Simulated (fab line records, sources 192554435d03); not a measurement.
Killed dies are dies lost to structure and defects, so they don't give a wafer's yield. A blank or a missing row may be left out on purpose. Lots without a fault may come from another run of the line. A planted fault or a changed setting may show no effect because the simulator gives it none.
Chamber matching | flow n5_finfet | N5_BEOL_M5_ETCH_67 on rie_diel-06: 4 sister chambers
The step etches SiARC in CF4, target depth 15.6 nm, time 26 s. 4 wafers are shown with their chamber, then 7 later ones without.

WAFERS WITH THEIR CHAMBER
wafer  | chamber | drypump_motor_current_A (A)
L081.5 | 0       | 5.2
L086.2 | 3       | 5.4
L087.1 | 1       | 5.6
L087.4 | 2       | 6.4

WAFERS WITHOUT THEIR CHAMBER
wafer  | drypump_motor_current_A (A)
L087.6 | 5.5
L093.3 | 6.4
L093.4 | 5.2
L093.5 | 5.6
L096.2 | 5.4
L096.3 | 6.5
L096.6 | 5.4

WHICH CHAMBER EACH WENT THROUGH
wafer  | from the rows above     | in truth
L087.6 | can't be placed: 1 or 3 | 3
L093.3 | 2                       | 2
L093.4 | 0                       | 0
L093.5 | 1                       | 1
L096.2 | 3                       | 3
L096.3 | 2                       | 2
L096.6 | 3                       | 3
Placed correctly: 6 of 7. Can't be placed from these rows: 1 (the true chamber is among the candidates in 1). Placed wrongly: 0.
How it was worked out, from the rows above alone: a wafer's distance from a chamber is the root of the sum, over the readings, of the square of ((its reading less the chamber's mean) divided by the reading's scatter). The wafer belongs to the nearest chamber; if the next one is less than 2 further off, it can't be placed. A chamber's mean is the mean of its shown wafers. The scatter: with one shown wafer a chamber, the root of the mean of the squares of how far each hidden wafer lies from its nearest shown one.
